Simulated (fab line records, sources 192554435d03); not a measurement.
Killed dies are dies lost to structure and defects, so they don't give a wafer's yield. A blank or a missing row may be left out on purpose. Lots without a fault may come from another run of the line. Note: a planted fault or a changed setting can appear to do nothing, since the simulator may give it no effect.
A lot that was struck, set against a sound lot -- flow n5 finfet -- 15 out of 1938 route steps
Sound: these wafers, L737.1, L737.2, L737.5. Wafers L722.2, L722.3, L722.5 were the ones struck. The cause comes at the end.
Order at every step that has rows: each side's tool, ch and its chambers, its first start. Under that, the readings that differ: sound wafers -- struck wafers -- difference of the means -- sigmas: that difference in standard deviations of wafers without a fault.
alike: readings whose means differ by less than 2 such deviations, and words and numbers that are the same on both sides. not compared: withheld readings, readings that some wafer has no value for, bounds like >300 that may hide the same value, and numbers for which the record gives no deviation and whose values overlap.
A row with sigmas, a row that says differs or no value, or rows on one side alone: a step with any of these is where the two part. Numbers that don't overlap but have no deviation are shown without sigmas and don't part them. A reading that every wafer of one side lacks parts them only if that side has two wafers or more.

first, 3 steps without rows for these wafers: N5_HKMG_FIN_STRIP_33 (strips in N2/H2); N5_HKMG_FIN_STRIP_34 (strips in CF4); N5_HKMG_FIN_ETCH_35 (etches SOC in N2/H2, target depth 215.8 nm, time 243.4 s).
N5_HKMG_FIN_STRIP_92: strips SOC in N2/H2, time 20 s.
  sound on rie diel-02 ch 0,1, day 8 23:24; struck on rie diel-05 ch 0,3, day 5 05:34
  alike: drypump motor current A, oes product au, rf vpp V, showerhead plenum p Torr, throttle valve pct
  not compared: rf hours counter h
then, 1 step without rows for these wafers: N5_HKMG_FIN_WET_ETCH_18 (etches TiN in SC1, time 55 s, target depth 5.2 nm, rinse time 30 s).
N5_HKMG_FIN_STRIP_19: strips in N2/H2, time 360 s.
  sound on plasma asher-02 ch 0,1, day 8 23:33; struck on plasma asher-01 ch 0,1, day 5 05:42
  alike: drypump motor current A, heater power w
  not compared: rf hours counter h
N5_HKMG_FIN_ALD_91: deposits TiN, target thk 1 nm, pulse time 1 s, purge time 3 s.
  sound on ald metal-01 ch 0,1, day 8 23:56; struck on ald metal-04 ch 1,2,3, day 5 06:05
  alike: ald cycles, heater power w, precursor pulse height rel
then, 1 step without rows for these wafers: N5_HKMG_FIN_COAT_85 (time 60 s, resist thk 300 nm).
N5_HKMG_FIN_ETCH_86: etches SOC in N2/H2, stops on TiN, target depth 393.2 nm.
  sound on rie diel-05 ch 0,2, day 9 00:40; struck on rie diel-02 ch 2,3, day 5 06:25
  alike: drypump motor current A, oes product au, rf vpp V, showerhead plenum p Torr, throttle valve pct
  not compared: rf hours counter h
N5_HKMG_FIN_STRIP_89: strips SOC in N2/H2, time 20 s.
  sound on rie diel-05 ch 0,2, day 9 00:44; struck on rie diel-02 ch 2,3, day 5 06:29
  alike: drypump motor current A, oes product au, rf vpp V, showerhead plenum p Torr, throttle valve pct
  not compared: rf hours counter h
then, 2 steps without rows for these wafers: N5_HKMG_FIN_WET_ETCH_87 (etches TiN in SC1, time 154.2 s, target depth 4.7 nm, rinse time 30 s); N5_HKMG_FIN_STRIP_88 (strips in N2/H2, time 360 s).
N5_HKMG_FIN_NWFM_ALD_20: deposits TiAlC, target thk 2 nm, pulse time 3 s, purge time 2 s.
  sound on ald metal-04 ch 0,1,3, day 9 01:19; struck on ald metal-01 ch 1,2, day 5 07:04
reading,sound,struck,difference,sigmas
ald cycles,7 7 7,3 3 3,-4,
model.TiAlC_of_HKMG_FIN_NWFM_ALD_20.thk nm (nm),2 2 2,0.8 0.8 0.8,-1.2,
  alike: heater power w, precursor pulse height rel
then, 1 step without rows for these wafers: N5_HKMG_FIN_ALD_71 (deposits TiN, target thk 1 nm, pulse time 1 s, purge time 3 s).
N5_PASSIVATION_PROBE_49:
  the record holds rows for the sound wafers here (prober-01, day 17 15:07) but none for the struck ones

== WHERE THEY PART ==
Within this record, at N5_PASSIVATION_PROBE_49 only.

WHY: the cause the simulator had injected
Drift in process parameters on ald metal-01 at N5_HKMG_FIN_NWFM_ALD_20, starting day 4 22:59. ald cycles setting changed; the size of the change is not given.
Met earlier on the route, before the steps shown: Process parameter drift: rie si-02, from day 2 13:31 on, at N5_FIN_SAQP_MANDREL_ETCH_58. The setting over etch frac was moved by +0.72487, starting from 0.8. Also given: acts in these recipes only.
